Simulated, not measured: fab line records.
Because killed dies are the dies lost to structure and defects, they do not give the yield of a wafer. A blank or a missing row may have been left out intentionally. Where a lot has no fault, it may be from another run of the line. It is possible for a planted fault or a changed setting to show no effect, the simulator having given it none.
Chamber matching + flow n5Finfet + N5_BEOL_M14_ETCH_67 on rieDiel-04 has 4 sister chambers
The step etches SiARC in CF4, target depth 143 nm, time 238.3 s. 8 wafers are shown with their chamber, then 7 later ones without.

## EACH WAFER AND ITS CHAMBER
| wafer  | chamber | drypumpMotorCurrentA (A) | etchRfOnTimeS (s) |
|--------|---------|--------------------------|-------------------|
| L082.1 | 1       | 4.9                      | 258               |
| L086.3 | 3       | 5.3                      | 225               |
| L086.6 | 2       | 6.2                      | 234               |
| L093.1 | 3       | 5.3                      | 222               |
| L093.2 | 1       | 4.9                      | 244               |
| L093.3 | 0       | 5.5                      | 223               |
| L094.2 | 2       | 6.1                      | 233               |
| L094.4 | 0       | 5.5                      | 223               |

## WAFERS WITH NO CHAMBER GIVEN
| wafer  | drypumpMotorCurrentA (A) | etchRfOnTimeS (s) |
|--------|--------------------------|-------------------|
| L094.5 | 4.9                      | 242               |
| L092.2 | 4.9                      | 244               |
| L092.4 | 5.5                      | 222               |
| L092.6 | 5.5                      | 222               |
| L095.2 | 5.3                      | 224               |
| L095.3 | 6.2                      | 234               |
| L095.4 | 4.9                      | 242               |

## WHICH CHAMBER EACH WENT THROUGH
| wafer  | from the rows above | in truth |
|--------|---------------------|----------|
| L094.5 | 1                   | 1        |
| L092.2 | 1                   | 1        |
| L092.4 | 0                   | 0        |
| L092.6 | 0                   | 0        |
| L095.2 | 3                   | 3        |
| L095.3 | 2                   | 2        |
| L095.4 | 1                   | 1        |
Placed correctly: 7 of 7. Not placeable from these rows: 0. Placed wrongly: 0.
How it was worked out, from the rows above alone: a wafer's distance from a chamber is the root of the sum, over the readings, of the square of ((its reading less the chamber's mean) divided by the reading's scatter). If the next closest chamber is less than 2 further off than the closest, the wafer can't be placed; otherwise it belongs to the closest. Each chamber's mean is taken over the wafers shown for it. The scatter: take each reading less its chamber's mean, square it, sum over the shown wafers, divide by the number of wafers less the number of chambers, and take the root.
